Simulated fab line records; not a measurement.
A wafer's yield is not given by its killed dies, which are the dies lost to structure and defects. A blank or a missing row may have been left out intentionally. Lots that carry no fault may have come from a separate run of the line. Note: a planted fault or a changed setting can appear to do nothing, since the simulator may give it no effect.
Split-lot trial || flow n5Finfet || 21 wafers read across 7 lots, on a route 1938 steps long

ON THE SPLIT
At N5_SD_EPI_N_COAT_33 (time 60 s, resist thk 35 nm), the setting spinRpm was moved away from the recipe's 1500 rpm on 7 of the 21 wafers read, by -5.1% to +6.9%. The other wafers ran this setting at the recipe's value.

FROM THE SPLIT TO THE READING: what the file shows between them, 4 steps
- N5_SD_EPI_N_DESCUM_14: chemistry O2, time 7.9 s (also split here: timeS)
- N5_SD_EPI_N_ETCH_34: etches SiARC in CF4, target depth 45.5 nm, time 75.8 s
- N5_SD_EPI_N_ETCH_35: etches SOC in N2/H2, overetch 108 nm, time 486 s
- N5_SD_EPI_N_STRIP_36: strips in N2/H2

THE READING
SiARC_of_SD_EPI_N_COAT_33.thkNm (the simulator's own value, which no gauge read), in nm, at N5_SD_EPI_N_ETCHBACK_44 (etches SiNx in CH3F/O2, stops on SiO2, target depth 14.5 nm). There is no usual value for it anywhere in the file. Here, 14 wafers ran the recipe; their average is 16.0 nm with a standard deviation of 0.25 nm.

{"wafer": "L076.1", "tool, chamber at the split": "lithoTrack-01, 0", "spinRpm as run, rpm": 1556, "against the recipe": "+3.7%", "SiARC_of_SD_EPI_N_COAT_33.thkNm, nm": 15.4, "against lot-mates on the recipe": -0.4}
{"wafer": "L076.2", "tool, chamber at the split": "lithoTrack-01, 0", "spinRpm as run, rpm": 1500, "against the recipe": "recipe", "SiARC_of_SD_EPI_N_COAT_33.thkNm, nm": 15.8, "against lot-mates on the recipe": "-"}
{"wafer": "L076.5", "tool, chamber at the split": "lithoTrack-01, 0", "spinRpm as run, rpm": 1500, "against the recipe": "recipe", "SiARC_of_SD_EPI_N_COAT_33.thkNm, nm": 15.8, "against lot-mates on the recipe": "-"}
{"wafer": "L080.1", "tool, chamber at the split": "lithoTrack-01, 0", "spinRpm as run, rpm": 1500, "against the recipe": "recipe", "SiARC_of_SD_EPI_N_COAT_33.thkNm, nm": 15.8, "against lot-mates on the recipe": "-"}
{"wafer": "L080.3", "tool, chamber at the split": "lithoTrack-01, 0", "spinRpm as run, rpm": 1500, "against the recipe": "recipe", "SiARC_of_SD_EPI_N_COAT_33.thkNm, nm": 15.8, "against lot-mates on the recipe": "-"}
{"wafer": "L080.6", "tool, chamber at the split": "lithoTrack-01, 0", "spinRpm as run, rpm": 1429, "against the recipe": "-4.7%", "SiARC_of_SD_EPI_N_COAT_33.thkNm, nm": 16.8, "against lot-mates on the recipe": "+1.0"}
{"wafer": "L089.3", "tool, chamber at the split": "lithoTrack-05, 0", "spinRpm as run, rpm": 1424, "against the recipe": "-5.1%", "SiARC_of_SD_EPI_N_COAT_33.thkNm, nm": 17.2, "against lot-mates on the recipe": "no lot-mate on the recipe"}
{"wafer": "L089.5", "tool, chamber at the split": "lithoTrack-05, 0", "spinRpm as run, rpm": 1424, "against the recipe": "-5.1%", "SiARC_of_SD_EPI_N_COAT_33.thkNm, nm": 17.2, "against lot-mates on the recipe": "no lot-mate on the recipe"}
{"wafer": "L089.4", "tool, chamber at the split": "lithoTrack-05, 0", "spinRpm as run, rpm": 1424, "against the recipe": "-5.1%", "SiARC_of_SD_EPI_N_COAT_33.thkNm, nm": 17, "against lot-mates on the recipe": "no lot-mate on the recipe"}
{"wafer": "L091.2", "tool, chamber at the split": "lithoTrack-01, 0", "spinRpm as run, rpm": 1500, "against the recipe": "recipe", "SiARC_of_SD_EPI_N_COAT_33.thkNm, nm": 15.6, "against lot-mates on the recipe": "-"}
{"wafer": "L091.4", "tool, chamber at the split": "lithoTrack-01, 0", "spinRpm as run, rpm": 1500, "against the recipe": "recipe", "SiARC_of_SD_EPI_N_COAT_33.thkNm, nm": 16, "against lot-mates on the recipe": "-"}
{"wafer": "L091.6", "tool, chamber at the split": "lithoTrack-01, 0", "spinRpm as run, rpm": 1500, "against the recipe": "recipe", "SiARC_of_SD_EPI_N_COAT_33.thkNm, nm": 15.8, "against lot-mates on the recipe": "-"}
{"wafer": "L094.1", "tool, chamber at the split": "lithoTrack-04, 0", "spinRpm as run, rpm": 1500, "against the recipe": "recipe", "SiARC_of_SD_EPI_N_COAT_33.thkNm, nm": 16, "against lot-mates on the recipe": "-"}
{"wafer": "L094.2", "tool, chamber at the split": "lithoTrack-04, 0", "spinRpm as run, rpm": 1604, "against the recipe": "+6.9%", "SiARC_of_SD_EPI_N_COAT_33.thkNm, nm": 14.8, "against lot-mates on the recipe": -1.2}
{"wafer": "L094.5", "tool, chamber at the split": "lithoTrack-04, 0", "spinRpm as run, rpm": 1604, "against the recipe": "+6.9%", "SiARC_of_SD_EPI_N_COAT_33.thkNm, nm": 15, "against lot-mates on the recipe": -1.0}
{"wafer": "L095.2", "tool, chamber at the split": "lithoTrack-05, 0", "spinRpm as run, rpm": 1500, "against the recipe": "recipe", "SiARC_of_SD_EPI_N_COAT_33.thkNm, nm": 16, "against lot-mates on the recipe": "-"}
{"wafer": "L095.3", "tool, chamber at the split": "lithoTrack-05, 0", "spinRpm as run, rpm": 1500, "against the recipe": "recipe", "SiARC_of_SD_EPI_N_COAT_33.thkNm, nm": 16, "against lot-mates on the recipe": "-"}
{"wafer": "L095.6", "tool, chamber at the split": "lithoTrack-05, 0", "spinRpm as run, rpm": 1500, "against the recipe": "recipe", "SiARC_of_SD_EPI_N_COAT_33.thkNm, nm": 15.8, "against lot-mates on the recipe": "-"}
{"wafer": "L096.2", "tool, chamber at the split": "lithoTrack-05, 0", "spinRpm as run, rpm": 1500, "against the recipe": "recipe", "SiARC_of_SD_EPI_N_COAT_33.thkNm, nm": 16.6, "against lot-mates on the recipe": "-"}
{"wafer": "L096.4", "tool, chamber at the split": "lithoTrack-05, 0", "spinRpm as run, rpm": 1500, "against the recipe": "recipe", "SiARC_of_SD_EPI_N_COAT_33.thkNm, nm": 16, "against lot-mates on the recipe": "-"}
{"wafer": "L096.6", "tool, chamber at the split": "lithoTrack-05, 0", "spinRpm as run, rpm": 1500, "against the recipe": "recipe", "SiARC_of_SD_EPI_N_COAT_33.thkNm, nm": 16.4, "against lot-mates on the recipe": "-"}

THE FIT
A straight line over all 21 wafers: SiARC_of_SD_EPI_N_COAT_33.thkNm changes by -0.184 nm for each +1% of spinRpm; r = -0.93; the points scatter about the line by 0.25 nm.
The same after taking each lot's own level away (the mean of its wafers on the recipe; 18 wafers): -0.165 nm for each +1%; r = -0.95; scatter 0.16 nm.
The reading moves by 1.1 nm for the largest change in spinRpm, on that fit.
Across the lots, their own levels run from 15.80 to 16.33 nm, a range of 2.1 times the standard deviation given above.
So the slope is not independent of the lot-to-lot level: the two fits are not the same.
Check: for one of the wafers moved furthest among these (+6.9%), held out of the fit, the line's prediction against its lot-mates is -1.06 nm. It came out at -1.2 nm against them.

OTHER SPLITS ON THESE WAFERS
Other splits were also applied to these wafers ahead of the reading. Each is held against what the fit with the lots' levels taken away leaves over:
{"other split on the same wafers": "N5_WELL_APT_EXPOSE_05 doseMj", "wafers away from the commonest value": 8, "r with SiARC_of_SD_EPI_N_COAT_33.thkNm (lot level and that fit taken away)": -0.06}
{"other split on the same wafers": "N5_WELL_APT_DEVELOP_07 developTimeS", "wafers away from the commonest value": 8, "r with SiARC_of_SD_EPI_N_COAT_33.thkNm (lot level and that fit taken away)": -0.03}
{"other split on the same wafers": "N5_PMOS_HMC_CHANNEL_EPI_EXPOSE_06 doseMj", "wafers away from the commonest value": 9, "r with SiARC_of_SD_EPI_N_COAT_33.thkNm (lot level and that fit taken away)": -0.23}
{"other split on the same wafers": "N5_PMOS_HMC_CHANNEL_EPI_DEVELOP_08 developTimeS", "wafers away from the commonest value": 9, "r with SiARC_of_SD_EPI_N_COAT_33.thkNm (lot level and that fit taken away)": "+0.03"}
{"other split on the same wafers": "N5_FIN_SAQP_COAT_68 spinRpm", "wafers away from the commonest value": 8, "r with SiARC_of_SD_EPI_N_COAT_33.thkNm (lot level and that fit taken away)": "+0.44"}
{"other split on the same wafers": "N5_DUMMY_GATE_HM_DEP_06 timeS", "wafers away from the commonest value": 12, "r with SiARC_of_SD_EPI_N_COAT_33.thkNm (lot level and that fit taken away)": -0.17}
{"other split on the same wafers": "N5_SD_EPI_N_DESCUM_14 timeS", "wafers away from the commonest value": 4, "r with SiARC_of_SD_EPI_N_COAT_33.thkNm (lot level and that fit taken away)": -0.25}

THE WHOLE CHAIN: every reading that the file lists as answering this split, in the file's order
{"step": "N5_SD_EPI_N_COAT_33", "what it does": "time 60 s, resist thk 35 nm", "reading": "SiARC_of_SD_EPI_N_COAT_33.thkNm (the simulator's own value, which no gauge read)", "change (the file's fit)": "-0.139 nm for each +1% of the setting", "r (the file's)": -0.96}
{"step": "N5_SD_EPI_N_ETCH_34", "what it does": "etches SiARC in CF4, target depth 45.5 nm, time 75.8 s", "reading": "etch.depthNm (the simulator's own value, which no gauge read)", "change (the file's fit)": "-0.156 nm for each +1% of the setting", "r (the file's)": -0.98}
{"step": "N5_SD_EPI_N_ETCH_35", "what it does": "etches SOC in N2/H2, overetch 108 nm, time 486 s", "reading": "SiARC_of_SD_EPI_N_COAT_33.thkNm (the simulator's own value, which no gauge read)", "change (the file's fit)": "-0.177 nm for each +1% of the setting", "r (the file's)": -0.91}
{"step": "N5_SD_EPI_N_ETCHBACK_44", "what it does": "etches SiNx in CH3F/O2, stops on SiO2, target depth 14.5 nm", "reading": "SiARC_of_SD_EPI_N_COAT_33.thkNm (the simulator's own value, which no gauge read)", "change (the file's fit)": "-0.164 nm for each +1% of the setting", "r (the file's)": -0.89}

THE FILE'S OWN FIT
SiARC_of_SD_EPI_N_COAT_33.thkNm changes by -0.164 nm for each +1% of spinRpm, r = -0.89.
